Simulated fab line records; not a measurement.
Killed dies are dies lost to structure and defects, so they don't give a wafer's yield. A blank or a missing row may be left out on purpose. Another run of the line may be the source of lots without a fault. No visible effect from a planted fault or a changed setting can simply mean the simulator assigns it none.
A struck lot beside a sound one :: flow nandHarc :: 14 out of 1159 route steps
Sound: these wafers, L779.1, L779.2, L779.3. The struck wafers were L775.2, L775.5, L775.6. At the end, the cause is stated.
Per side, at each step with rows, come the tool, then ch with its chambers, and then its first start. Under that, the readings that differ: sound wafers :: struck wafers :: difference of the means :: sigmas: that difference in standard deviations of wafers without a fault.
alike: readings with means less than 2 such deviations apart, plus words and numbers identical on both sides. not compared: withheld readings, readings lacking a value on some wafer, bounds such as >300 that could conceal the same value, and numbers that have no deviation in the record and whose values overlap.
The two part at a step that has a row with sigmas, a row that says differs or no value, or rows on one side only. Numbers that have no deviation but don't overlap get no sigmas and don't part them. A reading missing from all wafers of one side parts the sides only when that side holds two or more wafers.

NHARC_P_M0_CMP_23: polishes, t overpolish 20 s, target thk 117.53 nm.
  sound on cmp-03 ch 1,2,3, day 9 08:22; struck on cmp-02 ch 0,1,2, day 8 06:31
  alike: motorCurrentA, timeToEndpointS
NHARC_P_M0_THK_MEAS_24: measures by xrf.
  sound on filmMetro-01 at day 9 08:41; struck on filmMetro-02 at day 8 06:44
  alike: thkNm
following that, these wafers have no rows for 1 step: NHARC_P_M0_SRD_25.
NHARC_P_M0_INSPECT_27:
  sound on defectInspect-02 at day 9 08:50; struck on defectInspect-01 at day 8 06:54
  alike: rawDefectCount
NHARC_P_M0_PRE_CLEAN_31: time 12 s.
  sound on pecvd-02 ch 0,1,2, day 9 09:05; struck on pecvd-03 ch 0,1,2, day 8 06:59
  alike: heaterPowerW
NHARC_P_M0_DEP_32: deposits SiCN, target thk 30 nm.
  sound on pecvd-02 ch 0,1,2, day 9 09:10; struck on pecvd-03 ch 0,1,2, day 8 07:05
  alike: chamberPressureTorr, heaterPowerW
then, 5 steps without rows for these wafers: NHARC_P_M1_DEP_00 (deposits SiOC, target thk 182.5 nm); NHARC_P_M1_DEHYDRATE_01 (time 120 s); NHARC_P_M1_HMDS_02 (time 30 s); NHARC_P_M1_COAT_34 (time 65 s); NHARC_P_M1_COAT_03 (resist thk 90 nm).
NHARC_P_M1_SOFTBAKE_04: time 55 s.
  sound on lithoTrack-04 ch 0, day 9 09:00; struck on lithoTrack-06 ch 0, day 8 07:00
reading: heaterPowerTotalW (W)
sound: 188.52 188.37 188.40
struck: 180.80 180.71 180.59
difference: -7.73
sigmas: -55
then, 2 steps without rows for these wafers: NHARC_P_M1_EBR_05; NHARC_END_SORT_01.

== WHERE THEY PART ==
Within this record, at NHARC_P_M1_SOFTBAKE_04 only.

WHY: what the simulator had put in
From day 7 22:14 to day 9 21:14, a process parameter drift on lithoTrack-06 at NHARC_P_M1_SOFTBAKE_04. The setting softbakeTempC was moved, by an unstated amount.
